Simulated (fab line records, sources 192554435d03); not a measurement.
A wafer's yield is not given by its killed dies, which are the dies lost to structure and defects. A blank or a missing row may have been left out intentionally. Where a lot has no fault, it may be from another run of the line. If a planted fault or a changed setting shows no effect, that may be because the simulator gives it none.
Which tool is to blame? | flow n5_finfet | Sampling: 24 lots, 72 wafers, 3 of 1938 route steps

## WHAT EACH GAUGE READ, for each wafer
N5_MOL_CONTACT_COAG_CD_MEAS_84: target cd 25.1 nm.
lot  | measured     | on        | cd_nm (nm)
L074 | day 5 03:46  | cd_sem-02 | 24.85 25.17 25.47
L075 | day 5 09:51  | cd_sem-03 | 25.00 25.11 24.67
L076 | day 5 17:20  | cd_sem-03 | 25.30 24.99 24.61
L077 | day 5 21:02  | cd_sem-02 | 25.01 25.10 24.85
L078 | day 6 04:09  | cd_sem-03 | 24.95 24.93 24.84
L079 | day 6 07:32  | cd_sem-02 | 24.39 24.96 24.71
L080 | day 6 15:36  | cd_sem-02 | 24.90 24.99 24.64
L081 | day 7 00:19  | cd_sem-01 | 25.02 25.20 24.87
L082 | day 7 02:49  | cd_sem-01 | 25.26 24.88 24.57
L083 | day 7 06:55  | cd_sem-03 | 25.14 24.60 24.61
L084 | day 7 13:14  | cd_sem-03 | 24.99 25.59 25.33
L085 | day 7 18:26  | cd_sem-03 | 25.59 25.21 24.90
L086 | day 8 13:15  | cd_sem-02 | 25.39 25.48 24.89
L087 | day 8 15:08  | cd_sem-02 | 25.07 25.11 25.24
L088 | day 8 21:54  | cd_sem-03 | 24.69 24.89 25.07
L089 | day 8 21:32  | cd_sem-01 | 24.75 24.95 24.95
L090 | day 9 02:14  | cd_sem-01 | 24.64 24.66 25.23
L091 | day 9 08:37  | cd_sem-01 | 25.14 24.81 25.09
L092 | day 9 16:39  | cd_sem-02 | 25.25 24.91 25.24
L093 | day 10 03:37 | cd_sem-01 | 24.79 25.06 25.50
L094 | day 10 04:13 | cd_sem-02 | 24.96 24.71 24.90
L095 | day 10 16:08 | cd_sem-03 | 24.76 24.93 25.16
L096 | day 10 16:47 | cd_sem-03 | 25.18 25.14 25.16
L097 | day 10 22:45 | cd_sem-01 | 24.72 24.88 24.89

## WHAT TOOL EACH LOT RAN ON (gives the tool, then ch and the chambers of the sampled wafers, and finally the start)
lot  | N5_GATE_CUT_ALD_22                | N5_MOL_CONTACT_COAG_STRIP_98
L074 | ald_sin-01 ch 0,2,3, day 4 15:44  | rie_diel-03 ch 0,1,2, day 4 19:08
L075 | ald_sin-01 ch 2,3, day 4 21:00    | rie_diel-03 ch 0,1,2, day 5 00:28
L076 | ald_sin-02 ch 1,2, day 5 04:35    | rie_diel-01 ch 0,1,3, day 5 07:52
L077 | ald_sin-04 ch 1,3, day 5 08:08    | rie_diel-01 ch 0,1,3, day 5 11:25
L078 | ald_sin-01 ch 0,1,2, day 5 15:44  | rie_diel-03 ch 0,1,2, day 5 19:10
L079 | ald_sin-01 ch 1,2,3, day 5 18:31  | rie_diel-01 ch 0,1,2, day 5 22:00
L080 | ald_sin-01 ch 0,2, day 6 03:02    | rie_diel-05 ch 0,3, day 6 06:52
L081 | ald_sin-04 ch 0,3, day 6 08:55    | rie_diel-01 ch 0,3, day 6 12:14
L082 | ald_sin-01 ch 0,1,3, day 6 15:05  | rie_diel-05 ch 0,2, day 6 18:26
L083 | ald_sin-04 ch 2,3, day 6 18:51    | rie_diel-01 ch 0,2, day 6 22:14
L084 | ald_sin-04 ch 0,1,3, day 7 01:42  | rie_diel-01 ch 0,1,2, day 7 05:45
L085 | ald_sin-04 ch 0,1,3, day 7 06:39  | rie_diel-01 ch 1,3, day 7 11:12
L086 | ald_sin-01 ch 2,3, day 7 17:14    | rie_diel-01 ch 0,1,3, day 7 20:37
L087 | ald_sin-04 ch 2,3, day 7 22:53    | rie_diel-03 ch 0,1,2, day 8 02:10
L088 | ald_sin-04 ch 0,1,2, day 8 02:46  | rie_diel-03 ch 0,2, day 8 06:02
L089 | ald_sin-02 ch 2,3, day 8 07:33    | rie_diel-01 ch 2,3, day 8 10:57
L090 | ald_sin-01 ch 0,1,3, day 8 13:16  | rie_diel-05 ch 0,2, day 8 16:49
L091 | ald_sin-01 ch 0,1,3, day 8 19:16  | rie_diel-01 ch 0,1,2, day 8 22:50
L092 | ald_sin-01 ch 2,3, day 9 03:03    | rie_diel-01 ch 0,1,2, day 9 06:25
L093 | ald_sin-04 ch 0,1,3, day 9 13:44  | rie_diel-03 ch 0,1, day 9 17:00
L094 | ald_sin-04 ch 1,2,3, day 9 15:14  | rie_diel-05 ch 0,2,3, day 9 18:59
L095 | ald_sin-04 ch 0,1,3, day 10 02:25 | rie_diel-01 ch 0,1, day 10 06:02
L096 | ald_sin-02 ch 0,1, day 10 03:16   | rie_diel-05 ch 1,2,3, day 10 06:40
L097 | ald_sin-02 ch 0,1, day 10 09:44   | rie_diel-01 ch 0,2, day 10 13:52
- N5_GATE_CUT_ALD_22: deposits SiNx, target thk 16 nm, pulse time 1 s, ald cycles 320.
- N5_MOL_CONTACT_COAG_STRIP_98: strips in N2/H2.

## AS READ BY THE TOOLS THEMSELVES (means over the sampled wafers that have a number; for cases with no such wafer, the mark the record gives instead)
N5_GATE_CUT_ALD_22.
lot  | tool       | heater_power_w (W) | precursor_pulse_height_rel
L074 | ald_sin-01 | 870                | 1.000
L075 | ald_sin-01 | 859                | 1.003
L076 | ald_sin-02 | 875                | 0.999
L077 | ald_sin-04 | 799                | 0.996
L078 | ald_sin-01 | 838                | 1.003
L079 | ald_sin-01 | 847                | 1.001
L080 | ald_sin-01 | 842                | 1.019
L081 | ald_sin-04 | 808                | 0.986
L082 | ald_sin-01 | 865                | 0.997
L083 | ald_sin-04 | 863                | 1.010
L084 | ald_sin-04 | 887                | 1.008
L085 | ald_sin-04 | 878                | 1.012
L086 | ald_sin-01 | 863                | 1.008
L087 | ald_sin-04 | 786                | 0.994
L088 | ald_sin-04 | 956                | 1.009
L089 | ald_sin-02 | 881                | 0.999
L090 | ald_sin-01 | 852                | 0.988
L091 | ald_sin-01 | 853                | 0.968
L092 | ald_sin-01 | 859                | 0.995
L093 | ald_sin-04 | 884                | 1.007
L094 | ald_sin-04 | 867                | 1.012
L095 | ald_sin-04 | 889                | 0.999
L096 | ald_sin-02 | 856                | 0.995
L097 | ald_sin-02 | 861                | 0.990

N5_MOL_CONTACT_COAG_STRIP_98.
lot  | tool        | drypump_motor_current_A (A) | oes_product_au (a.u.) | rf_vpp_V (V) | showerhead_plenum_p_Torr (Torr) | throttle_valve_pct (%)
L074 | rie_diel-03 | 5.8                         | 0.71                  | 55.7         | 3.38                            | 18.91
L075 | rie_diel-03 | 5.8                         | 0.70                  | 54.2         | 3.38                            | 18.91
L076 | rie_diel-01 | 5.7                         | 0.83                  | 54.0         | 3.39                            | 18.93
L077 | rie_diel-01 | 5.7                         | 0.83                  | 54.5         | 3.39                            | 18.94
L078 | rie_diel-03 | 5.8                         | 0.70                  | 53.8         | 3.37                            | 18.93
L079 | rie_diel-01 | 5.6                         | 0.90                  | 54.7         | 3.47                            | 18.67
L080 | rie_diel-05 | 6.1                         | 0.72                  | 53.8         | 3.18                            | 18.84
L081 | rie_diel-01 | 5.5                         | 0.74                  | 54.7         | 3.30                            | 19.25
L082 | rie_diel-05 | 6.1                         | 0.71                  | 53.3         | 3.28                            | 18.90
L083 | rie_diel-01 | 5.3                         | 0.85                  | 55.6         | 3.49                            | 18.63
L084 | rie_diel-01 | 5.6                         | 0.88                  | 52.6         | 3.46                            | 18.66
L085 | rie_diel-01 | 5.8                         | 0.94                  | 53.5         | 3.53                            | 19.00
L086 | rie_diel-01 | 5.7                         | 0.89                  | 53.8         | 3.51                            | 18.84
L087 | rie_diel-03 | 5.8                         | 0.68                  | 54.2         | 3.36                            | 18.98
L088 | rie_diel-03 | 5.9                         | 0.70                  | 53.9         | 3.41                            | 19.02
L089 | rie_diel-01 | 5.6                         | 0.90                  | 54.2         | 3.47                            | 18.87
L090 | rie_diel-05 | 6.2                         | 0.73                  | 54.4         | 3.38                            | 18.92
L091 | rie_diel-01 | 5.6                         | 0.86                  | 55.9         | 3.45                            | 18.69
L092 | rie_diel-01 | 5.6                         | 0.84                  | 53.4         | 3.45                            | 18.69
L093 | rie_diel-03 | 6.2                         | 0.79                  | 53.9         | 3.41                            | 18.88
L094 | rie_diel-05 | 6.1                         | 0.71                  | 55.5         | 3.27                            | 18.86
L095 | rie_diel-01 | 5.8                         | 0.83                  | 54.5         | 3.44                            | 18.72
L096 | rie_diel-05 | 5.9                         | 0.70                  | 54.6         | 3.31                            | 18.85
L097 | rie_diel-01 | 5.5                         | 0.83                  | 54.3         | 3.44                            | 18.72

## THE ANSWER, worked out from the rows above alone
Rule: usual is defined by the lots themselves. The widest of any qualifying gaps counts: lots, ordered by their means at a reading, are off when they make up no more than a third of the lots, leave a main group of 4 or more, and stand apart from it by 3 or more times the standard deviation of that group's means. A main group whose means are all the same, to the digits that the tables above print for the reading, isn't used. Also off: a lot with no number at a reading for which 4 or more lots have one. Where the step has rows for the other lots, those lots are counted as sound. After the gauges, taken in route order, come the tools' own readings; for these a lot's mean is taken, as printed above. The first step at which some lot is off is used, and at that step the reading that is off furthest; a lot without a number counts as furthest.
None of the lots is off at any reading shown; this tells nothing.

## WHAT HAD BEEN PUT IN BY THE SIMULATOR
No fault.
